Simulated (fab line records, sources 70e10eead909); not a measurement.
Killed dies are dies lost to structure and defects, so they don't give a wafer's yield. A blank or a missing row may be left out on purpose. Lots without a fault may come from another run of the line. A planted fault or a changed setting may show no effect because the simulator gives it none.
fab line records | flow nand_harc
record lots=14 wafers=41 last_day=34
route steps=1302 shown A_SOURCE_PLATE@416 A_ONON_D1@425 A_CHANNEL_HOLE_D1@450 END@1302
lots that met no fault: from a run of the same line without faults
start_h: hours from the record's first day to the start of the lot's first wafer shown | wait_h: hours since the lot's step before | " the same as in the row above | L1.1+2: a row that stands for several wafers | - no value, or no start given | * or withheld: withheld | < > ~ a bound
route shown NAME@n: a module of which the file shows steps, and the number in the route of the first | usual: mean/standard deviation of fault-free wafers | same: alike in all rows | chamber/n: place in a boat | sites: the reading at each site | _std_site: their standard deviation | _edge_site: outer sites' mean less inner sites' | radius_mm: how far each site lies from the wafer's centre | mask NAME#n: copy n | behind: the tool/chamber that last shaped the wafer | hold: why the lot was held/for how many hours/how that ended | device: the transistor (n, p or np) that didn't switch | end of line: the same wafers' tests at the end of the route | a step without rows: its recipe alone | killed: dies lost to structure and defects at the first sort, not the wafer's yield | map: a wafer's dies, x killed, . not, _ none there
set.NAME: the setting as run; set.NAME@STEP: as run at that earlier step | model.NAME: the simulator's own value behind a step, which no gauge read
steps of the route over a sample of lots; a table a step, a row a wafer
services: from which hour (start_h, from the record's first day; less than 0 if before it) a tool's chamber was out of use, for how many hours, and why
## steps
# step NHARC_A_SOURCE_PLATE_THK_MEAS_09
# recipe thk_meas_gauge=ellipsometry
# usual thk_nm=9.8/1.1
# columns lot.wafer tool chamber start_h wait_h thk_nm
L261.2 film_metro-02 - 156.30 0.4 8.8
L261.3 " - " " 9.9
L261.6 " - " " 10.9
L263.2 film_metro-01 - 170.61 0.4 9.1
L263.3 " - " " 9.1
L263.4 " - " " 10.8
L262.3 film_metro-02 - 170.61 0.4 9.0
L262.5 " - " " 7.4
L262.6 " - " " 7.3
L271.2 film_metro-01 - 250.03 0.4 10.5
L271.4 " - " " 9.5
L272.2 film_metro-01 - 254.03 0.4 7.9
L272.3 " - " " 11.3
L272.4 " - " " 9.6
L274.3 film_metro-01 - 275.45 0.4 8.8
L274.4 " - " " 8.8
L274.6 " - " " 9.9
L275.3 film_metro-01 - 295.26 0.4 10.0
L275.4 " - " " 8.5
L275.6 " - " " 9.4
L276.1 film_metro-02 - 295.27 0.4 10.5
L276.2 " - " " 8.5
L276.6 " - " " 11.4
L277.2 film_metro-02 - 308.32 0.4 9.8
L277.3 " - " " 8.4
L277.5 " - " " 11.2
L279.4 film_metro-01 - 342.69 0.4 8.3
L279.5 " - " " 10.2
L279.6 " - " " 10.4
L280.4 film_metro-02 - 342.69 0.4 10.4
L280.5 " - " " 7.4
L280.6 " - " " 9.2
L281.1 film_metro-02 - 351.76 0.4 11.3
L281.2 " - " " 10.3
L281.4 " - " " 9.4
L283.2 film_metro-01 - 370.55 0.4 10.7
L283.3 " - " " 9.5
L283.5 " - " " 9.3
L284.1 film_metro-01 - 382.91 0.4 8.3
L284.2 " - " " 10.6
L284.5 " - " " 9.7
# step NHARC_A_ONON_D1_THK_MEAS_02
# recipe thk_meas_gauge=ellipsometry
# usual thk_nm=998/7.2
# columns lot.wafer tool chamber start_h wait_h thk_nm
L261.2 film_metro-02 - 169.50 - 997
L261.3 " - " " 998
L261.6 " - " " 1000
L263.2 film_metro-02 - 184.30 - 1001
L263.3 " - " " 1002
L263.4 " - " " 1001
L262.3 film_metro-01 - 184.30 - 1004
L262.5 " - " " 1006
L262.6 " - " " 1006
L271.2 film_metro-02 - 263.59 - 1000
L271.4 " - " " 1002
L272.2 film_metro-01 - 267.73 - 1002
L272.3 " - " " 1004
L272.4 " - " " 1004
L274.3 film_metro-01 - 289.18 - 998
L274.4 " - " " 997
L274.6 " - " " 1001
L276.1 film_metro-02 - 311.04 - 993
L276.2 " - " " 994
L276.6 " - " " 993
L275.3 film_metro-01 - 311.08 - 1004
L275.4 " - " " 1004
L275.6 " - " " 1004
L277.2 film_metro-01 - 322.18 - 993
L277.3 " - " " 991
L277.5 " - " " 993
L279.4 film_metro-01 - 356.25 - 997
L279.5 " - " " 997
L279.6 " - " " 995
L280.4 film_metro-02 - 356.26 - 1012
L280.5 " - " " 1012
L280.6 " - " " 1012
L281.1 film_metro-01 - 365.42 - 992
L281.2 " - " " 990
L281.4 " - " " 992
L283.2 film_metro-01 - 383.59 - 992
L283.3 " - " " 992
L283.5 " - " " 993
L284.1 film_metro-01 - 397.46 - 982
L284.2 " - " " 981
L284.5 " - " " 983
# step NHARC_A_ONON_D1_DEP_28
# recipe target_thk_a=10000 n2_flow_sccm=2750 n2o_flow_sccm=2000 nh3_flow_sccm=500 sih4_flow_sccm=210 temp_c=400
# columns lot.wafer tool chamber start_h wait_h
L261.2+3+6 pecvd_onon-02 0 181.30 0.1
L263.2+3+4 pecvd_onon-03 0 198.82 0.1
L262.3+5+6 pecvd_onon-04 0 199.09 0.2
L271.2+4 pecvd_onon-03 0 275.43 0.1
L272.2+3+4 pecvd_onon-03 0 281.02 0.1
L274.3+4+6 pecvd_onon-03 0 301.12 0.2
L276.1+2+6 pecvd_onon-02 0 324.11 0.1
L275.3+4+6 pecvd_onon-04 0 324.19 0.3
L277.2+3+5 pecvd_onon-02 0 334.41 0.1
L280.4+5+6 pecvd_onon-04 0 368.20 0.2
L279.4+5+6 pecvd_onon-03 0 368.35 0.2
L281.1+2+4 pecvd_onon-03 0 377.31 0.1
L283.2+3+5 pecvd_onon-04 0 396.61 0.1
L284.1+2+5 pecvd_onon-02 0 409.80 0.1
# step NHARC_A_ONON_D1_THK_MEAS_30
# recipe thk_meas_gauge=ellipsometry
# usual thk_nm=1002/9.8
# columns lot.wafer tool chamber start_h wait_h thk_nm
L261.2 film_metro-01 - 181.75 - 1016
L261.3 " - " " 1018
L261.6 " - " " 1016
L263.2 film_metro-01 - 199.27 - 1008
L263.3 " - " " 1008
L263.4 " - " " 1007
L262.3 film_metro-01 - 199.48 - 989
L262.5 " - " " 988
L262.6 " - " " 990
L271.2 film_metro-02 - 275.88 - 1000
L271.4 " - " " 632
L272.2 film_metro-01 - 281.48 - 1004
L272.3 " - " " 1003
L272.4 " - " " 636
L274.3 film_metro-02 - 301.52 - 1006
L274.4 " - " " 634
L274.6 " - " " 1005
L275.3 film_metro-01 - 324.59 - 1004
L275.4 " - " " 1005
L275.6 " - " " 1002
L276.1 film_metro-02 - 324.62 - 996
L276.2 " - " " 996
L276.6 " - " " 995
L277.2 film_metro-02 - 334.86 - 1001
L277.3 " - " " 1001
L277.5 " - " " 1002
L280.4 film_metro-02 - 368.54 - 992
L280.5 " - " " 993
L280.6 " - " " 994
L279.4 film_metro-01 - 368.69 - 999
L279.5 " - " " 999
L279.6 " - " " 996
L281.1 film_metro-01 - 377.83 - 996
L281.2 " - " " 997
L281.4 " - " " 997
L283.2 film_metro-01 - 397.06 - 991
L283.3 " - " " 993
L283.5 " - " " 990
L284.1 film_metro-01 - 410.31 - 1011
L284.2 " - " " 1011
L284.5 " - " " 1011
# step NHARC_A_CHANNEL_HOLE_D1_DEP_00
# recipe target_thk_a=31000 temp_c=400 material=aC
# usual throttle_valve_pct=35.000/0.0093
# columns lot.wafer tool chamber start_h wait_h throttle_valve_pct
L261.2 acl_dep-03 0 183.58 1.3 35.024
L261.3 " 0 " " 35.002
L261.6 " 0 " " 34.994
L263.2 acl_dep-02 0 200.21 0.4 34.995
L263.3 " 0 " " 35.006
L263.4 " 0 " " 34.993
L262.3 acl_dep-01 0 202.02 2.0 34.987
L262.5 " 0 " " 34.991
L262.6 " 0 " " 35.010
L271.2 acl_dep-02 0 276.87 0.4 34.999
L272.2 acl_dep-02 0 282.40 0.4 34.986
L272.3 " 0 " " 34.991
L274.3 acl_dep-01 0 306.74 4.7 34.995
L274.6 " 0 " " 34.997
L275.3 acl_dep-03 0 328.06 2.9 34.995
L275.4 " 0 " " 35.010
L275.6 " 0 " " 35.014
L276.1 acl_dep-02 0 328.86 3.7 35.008
L276.2 " 0 " " 35.014
L276.6 " 0 330.45 5.3 34.996
L277.2 acl_dep-02 0 337.93 2.5 35.004
L277.3 " 0 " " 34.996
L277.5 " 0 " " 34.987
L280.4 acl_dep-01 0 370.12 1.0 34.997
L280.5 " 0 " " 35.010
L280.6 " 0 " " 34.990
L279.4 acl_dep-02 0 371.45 2.2 35.007
L279.5 " 0 " " 34.984
L279.6 " 0 " " 34.998
L281.1 acl_dep-03 0 384.01 5.6 35.012
L281.2 " 0 " " 35.011
L281.4 " 0 " " 35.016
L283.2 acl_dep-01 0 400.64 3.0 34.986
L283.3 " 0 " " 34.998
L283.5 " 0 " " 35.002
L284.1 acl_dep-02 0 410.91 0.1 34.996
L284.2 " 0 " " 34.985
L284.5 " 0 " " 34.996
# step NHARC_END_SORT_01
# recipe temp_c=25
# usual killed_at_array=58/20 killed_at_other=0.9/1.4 killed_at_periphery=4/3.1 killed_dies=63/20 killed_open=3.3/1.8 killed_short=2.4/1.5
# same gross_dies=677
# columns lot.wafer tool chamber start_h wait_h killed_at_array killed_at_other killed_at_periphery killed_dies killed_open killed_short
L271.2 prober-01 0 674.50 2.8 76 0 2 78 5 5
L271.4 prober-01 0 676.08 3.4 672 1 4 677 2 0
L272.2 prober-01 0 688.57 2.8 65 0 4 69 7 3
L272.3 prober-01 0 689.36 3.1 59 0 4 63 1 2
L272.4 prober-01 0 690.15 3.4 665 1 11 677 2 4
L274.3 prober-01 0 724.15 3.0 64 1 3 68 5 4
L274.4 prober-01 0 724.94 3.3 671 0 6 677 2 0
L274.6 prober-01 0 726.52 4.0 74 1 3 78 4 4
L275.4 prober-01 0 732.81 3.5 37 1 2 40 0 1
L275.6 prober-01 0 734.43 4.1 42 0 2 44 4 3
# killed by level:class
L271.2 A_CHANNEL_HOLE_D1:chamber_film_flake=35 A_SLIT:chamber_film_flake=18 A_CONTACT:chamber_film_flake=8 A_STAIRCASE:chamber_film_flake=3 A_CHANNEL_FILL_D1:geometric_particle:open=2 A_SOURCE_PLATE:geometric_particle:open=1 A_SOURCE_PLATE:geometric_particle:short=1 A_CHANNEL_HOLE_D1:geometric_particle:short=1
L271.4 A_ONON_D1:area_dep=593 A_CHANNEL_HOLE_D1:chamber_film_flake=34 A_SLIT:chamber_film_flake=34 A_CONTACT:chamber_film_flake=4 P_BONDPAD:chamber_film_flake=3 A_STAIRCASE:chamber_film_flake=3 A_ONON_D1:geometric_particle:open=1 A_CONTACT:geometric_particle:open=1
L272.2 A_CHANNEL_HOLE_D1:chamber_film_flake=30 A_SLIT:chamber_film_flake=14 A_CHANNEL_HOLE_D2:chamber_film_flake=5 A_CONTACT:chamber_film_flake=5 A_STAIRCASE:chamber_film_flake=3 A_WL_FILL:geometric_particle:short=2 A_M0:geometric_particle:open=2 P_CONTACT:geometric_particle:open=1
L272.3 A_CHANNEL_HOLE_D1:chamber_film_flake=28 A_SLIT:chamber_film_flake=14 A_STAIRCASE:chamber_film_flake=7 A_CHANNEL_HOLE_D2:chamber_film_flake=5 P_BONDPAD:chamber_film_flake=2 A_CONTACT:chamber_film_flake=2 P_M1:geometric_particle:short=1 A_ONON_D1:geometric_particle:short=1
L272.4 A_ONON_D1:area_dep=587 A_CHANNEL_HOLE_D1:chamber_film_flake=34 A_SLIT:chamber_film_flake=20 A_CHANNEL_HOLE_D2:chamber_film_flake=11 P_BONDPAD:chamber_film_flake=4 A_CONTACT:chamber_film_flake=4 A_STAIRCASE:chamber_film_flake=3 P_ZERO_WELL:chamber_film_flake=2
L274.3 A_CHANNEL_HOLE_D1:chamber_film_flake=28 A_CHANNEL_HOLE_D2:chamber_film_flake=21 A_CONTACT:chamber_film_flake=3 A_STAIRCASE:chamber_film_flake=2 P_CONTACT:geometric_particle:open=1 A_SOURCE_PLATE:geometric_particle:open=1 A_ONON_D1:geometric_particle:short=1 A_ONON_D2:geometric_particle:open=1
L274.4 A_ONON_D1:area_dep=609 A_CHANNEL_HOLE_D1:chamber_film_flake=40 A_CHANNEL_HOLE_D2:chamber_film_flake=11 A_SLIT:chamber_film_flake=5 A_STAIRCASE:chamber_film_flake=5 P_ZERO_WELL:chamber_film_flake=3 P_BONDPAD:chamber_film_flake=2 P_CONTACT:geometric_particle:open=1
L274.6 A_CHANNEL_HOLE_D1:chamber_film_flake=26 A_CHANNEL_HOLE_D2:chamber_film_flake=25 A_STAIRCASE:chamber_film_flake=10 A_SLIT:chamber_film_flake=3 P_ZERO_WELL:chamber_film_flake=2 A_CONTACT:chamber_film_flake=2 P_CONTACT:geometric_particle:open=1 A_ONON_D1:geometric_particle:short=1
L275.4 A_SLIT:chamber_film_flake=13 A_CHANNEL_HOLE_D1:chamber_film_flake=7 A_STAIRCASE:chamber_film_flake=7 A_CONTACT:chamber_film_flake=5 A_CHANNEL_HOLE_D2:chamber_film_flake=3 P_CONTACT:geometric_particle:short=1 P_M2:chamber_film_flake=1 A_DECK1_JOINT:chamber_film_flake=1
L275.6 A_CHANNEL_HOLE_D1:chamber_film_flake=15 A_SLIT:chamber_film_flake=13 A_STAIRCASE:chamber_film_flake=6 A_WL_FILL:geometric_particle:open=2 P_GATE:geometric_particle:open=1 P_CONTACT:geometric_particle:open=1 A_DECK1_JOINT:geometric_particle:short=1 A_CHANNEL_FILL_D2:geometric_particle:short=1
## services
# columns tool chamber start_h hours kind
pecvd_onon-02 - 185.27 13.0 pm
acl_dep-01 - 188.38 13.0 pm
pecvd_onon-03 - 213.29 4.6 repair
pecvd_onon-03 - 232.75 13.0 pm
acl_dep-02 - 242.73 13.0 pm
acl_dep-03 - 300.58 13.0 pm
pecvd_onon-03 - 304.18 1.9 repair
pecvd_onon-04 - 311.08 13.0 pm
pecvd_onon-02 - 366.27 13.0 pm
acl_dep-01 - 371.07 13.0 pm
## key
first_sign step=NHARC_A_ONON_D1_THK_MEAS_30 reading=thk_nm direction=down sigmas=38 usual=1002 struck=634
effect step=NHARC_END_SORT_01 reading=killed_at_array direction=up sigmas=31 usual=58 struck=669
more_kills_born_at NHARC_A_ONON_D1_DEP_28@pecvd_onon-03=1789
met_at NHARC_A_ONON_D1_DEP_28
struck_lots L271,L272,L274
struck_wafers L271.4,L272.4,L274.4
later_rows_left_out L271.4,L272.4,L274.4
tester_left_out L271,L272,L274
not_acting_at NHARC_A_SOURCE_PLATE_THK_MEAS_09,NHARC_A_ONON_D1_THK_MEAS_02,NHARC_A_CHANNEL_HOLE_D1_DEP_00
onset_between 198.82 275.43
fault kind=process_parameter_drift tool=pecvd_onon-03 chamber=- onset_h=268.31 steps=NHARC_A_ONON_D1_DEP_28 channel=target_thk_a offset=* shape=step end_h=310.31 scope=struck_wafers_only acts_in=* stated=*
# tester_left_out: of these lots the tester's yield and bins aren't shown, on N5 and GAA mostly nor the transistor test; their killed dies are dies lost to structure and defects alone, not to doping, threshold or leakage, so they don't give the yield
# later_rows_left_out: the simulator's readings of these wafers behind a module that went badly wrong aren't trusted and aren't shown, but for the sort
